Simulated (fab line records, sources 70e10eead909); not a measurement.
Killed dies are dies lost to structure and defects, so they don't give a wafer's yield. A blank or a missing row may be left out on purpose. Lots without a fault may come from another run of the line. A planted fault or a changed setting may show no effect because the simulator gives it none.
Chamber matching | flow nand_harc | NHARC_A_CONTACT_DESCUM_13 on rie_diel-12: 4 sister chambers
The step chemistry O2, time 3 s. 14 wafers are shown with their chamber, then 7 later ones without.

WAFERS WITH THEIR CHAMBER
wafer  | chamber | showerhead_plenum_p_Torr (Torr) | drypump_motor_current_A (A) | oes_product_au (a.u.)
L526.2 | 0       | 1.89                            | 6.6                         | 1.002
L526.3 | 3       | 1.78                            | 6.3                         | 1.017
L526.5 | 0       | 1.89                            | 6.6                         | 0.989
L529.3 | 1       | 1.87                            | 6.0                         | 0.997
L529.5 | 2       | 1.92                            | 5.4                         | 0.987
L529.6 | 3       | 1.78                            | 6.3                         | 1.022
L530.1 | 3       | 1.78                            | 6.3                         | 1.015
L530.4 | 0       | 1.89                            | 6.7                         | 1.007
L530.5 | 0       | 1.89                            | 6.6                         | 0.998
L534.1 | 3       | 1.78                            | 6.3                         | 1.018
L534.4 | 0       | 1.89                            | 6.6                         | 0.998
L534.5 | 1       | 1.87                            | 6.0                         | 1.019
L539.1 | 3       | 1.78                            | 6.3                         | 1.015
L539.3 | 0       | 1.88                            | 6.6                         | 1.005

SIGNATURES (means of the wafers above)
reading                  | chamber 0 | chamber 1 | chamber 2 | chamber 3 | scatter within a chamber
showerhead_plenum_p_Torr | 1.8883    | 1.8700    | 1.9200    | 1.7800    | 0.00289
drypump_motor_current_A  | 6.617     | 6.000     | 5.400     | 6.300     | 0.0289
oes_product_au           | 0.99983   | 1.00800   | 0.98700   | 1.01740   | 0.00694
Rule: a wafer's distance from a chamber is the root of the sum, over the readings, of the square of ((its reading less the chamber's mean) divided by the reading's scatter). The wafer belongs to the nearest chamber; if the next one is less than 2 further off, it can't be placed. The scatter: the root of (the sum of the squares of (reading less its chamber's mean) over the shown wafers, divided by (wafers less chambers)).

WAFERS WITHOUT THEIR CHAMBER
wafer  | showerhead_plenum_p_Torr (Torr) | drypump_motor_current_A (A) | oes_product_au (a.u.)
L539.5 | 1.78                            | 6.3                         | 1.023
L540.1 | 1.88                            | 6.6                         | 1.009
L540.4 | 1.91                            | 5.4                         | 0.985
L540.5 | 1.87                            | 6.0                         | 1.017
L541.3 | 1.87                            | 6.0                         | 1.011
L541.4 | 1.91                            | 5.4                         | 0.999
L541.5 | 1.87                            | 6.0                         | 1.027

WHICH CHAMBER EACH WENT THROUGH
wafer  | from the rows above | in truth
L539.5 | 3                   | 3
L540.1 | 0                   | 0
L540.4 | 2                   | 2
L540.5 | 1                   | 1
L541.3 | 1                   | 1
L541.4 | 2                   | 2
L541.5 | 1                   | 1
Placed correctly: 7 of 7. Can't be placed from these rows: 0. Placed wrongly: 0.
